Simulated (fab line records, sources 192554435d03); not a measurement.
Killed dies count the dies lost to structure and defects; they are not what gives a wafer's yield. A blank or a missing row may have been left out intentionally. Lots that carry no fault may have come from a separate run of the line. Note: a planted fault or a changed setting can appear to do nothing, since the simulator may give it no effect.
Which tool was responsible? | flow n5Finfet | 36 wafers from 12 lots sampled at 4 of the route's 1938 steps

## WHAT THE GAUGES SHOWED, per wafer
N5_BEOL_M1_INSPECT_13: inspects for defects (brightfield).
lot  | measured     | on               | rawDefectCount
L075 | day 6 12:18  | defectInspect-01 | 610 476 464
L077 | day 7 01:06  | defectInspect-02 | 278 293 289
L079 | day 7 09:16  | defectInspect-01 | 357 306 404
L082 | day 7 19:32  | defectInspect-02 | 358 424 487
L083 | day 8 05:22  | defectInspect-01 | 411 331 559
L085 | day 11 08:04 | defectInspect-02 | 475 346 480
L095 | day 11 08:26 | defectInspect-01 | 426 321 333
L089 | day 11 11:17 | defectInspect-02 | 391 519 345
L091 | day 11 13:47 | defectInspect-02 | 525 297 341
L087 | day 11 13:52 | defectInspect-02 | 364 295 379
L086 | day 11 14:53 | defectInspect-02 | 276 300 320
L097 | day 12 04:28 | defectInspect-02 | 407 260 328

## WHAT TOOL EACH LOT RAN ON (gives the tool, then ch and the chambers of the sampled wafers, and finally the start)
lot  | N5_BEOL_M0_STRIP_104              | N5_BEOL_M1_ILD_DEP_00           | N5_BEOL_M1_PECVD_72
L075 | rieDiel-02 ch 0,1,3, day 6 04:40  | pecvd-02 ch 0,2, day 6 09:44    | pecvd-01 ch 0,1, day 6 09:50
L077 | rieDiel-04 ch 0,1,3, day 6 18:32  | pecvd-01 ch 0,1,2, day 6 23:44  | pecvd-02 ch 0,2, day 7 00:08
L079 | rieDiel-02 ch 0,1,2, day 7 03:28  | pecvd-01 ch 0,1,2, day 7 08:37  | pecvd-03 ch 0,1, day 7 08:44
L082 | rieDiel-02 ch 0,1,2, day 7 14:52  | pecvd-03 ch 1,2, day 7 18:44    | pecvd-01 ch 0,1, day 7 18:51
L083 | rieDiel-02 ch 2,3, day 7 23:11    | pecvd-02 ch 0,1,2, day 8 03:44  | pecvd-01 ch 0,2, day 8 03:50
L085 | rieDiel-03 ch 1,2, day 11 03:07   | pecvd-03 ch 0,2, day 11 07:18   | pecvd-01 ch 0,1, day 11 07:25
L095 | rieDiel-04 ch 1,2,3, day 11 03:54 | pecvd-02 ch 0,2, day 11 07:47   | pecvd-03 ch 1,2, day 11 07:54
L089 | rieDiel-02 ch 0,3, day 11 05:44   | pecvd-03 ch 1,2, day 11 10:38   | pecvd-01 ch 0,2, day 11 10:44
L091 | rieDiel-04 ch 0,1,3, day 11 06:38 | pecvd-02 ch 0,1,2, day 11 11:27 | pecvd-03 ch 0,1,2, day 11 11:34
L087 | rieDiel-03 ch 1,2,3, day 11 06:43 | pecvd-01 ch 0,1,2, day 11 11:41 | pecvd-02 ch 0,1,2, day 11 11:47
L086 | rieDiel-04 ch 2,3, day 11 09:55   | pecvd-01 ch 0,1, day 11 13:24   | pecvd-02 ch 0,1,2, day 11 13:31
L097 | rieDiel-02 ch 1,2,3, day 11 22:22 | pecvd-02 ch 0,1,2, day 12 03:18 | pecvd-03 ch 0,1, day 12 03:24
- N5_BEOL_M0_STRIP_104: strips in N2/H2.
- N5_BEOL_M1_ILD_DEP_00: deposits SiOC from DEMS/O2, target thk 79 nm, time 15.3 s.
- N5_BEOL_M1_PECVD_72: deposits SiO2 from TEOS/O2, target thk 16 nm, time 18 s.

## THE ANSWER, worked out from the rows above alone
Rule: the lots themselves supply what counts as usual. The widest of any qualifying gaps counts: lots, ordered by their means at a reading, are off when they make up no more than a third of the lots, leave a main group of 4 or more, and stand apart from it by 3 or more times the standard deviation of that group's means. Not used: any main group whose means are identical at the precision the tables above print for the reading. Also off: a lot with no number at a reading for which 4 or more lots have one. Where the step has rows for the other lots, those lots are counted as sound.
Nothing can be told from this: no lot is off at any reading shown.

## WHAT THE SIMULATOR PUT IN
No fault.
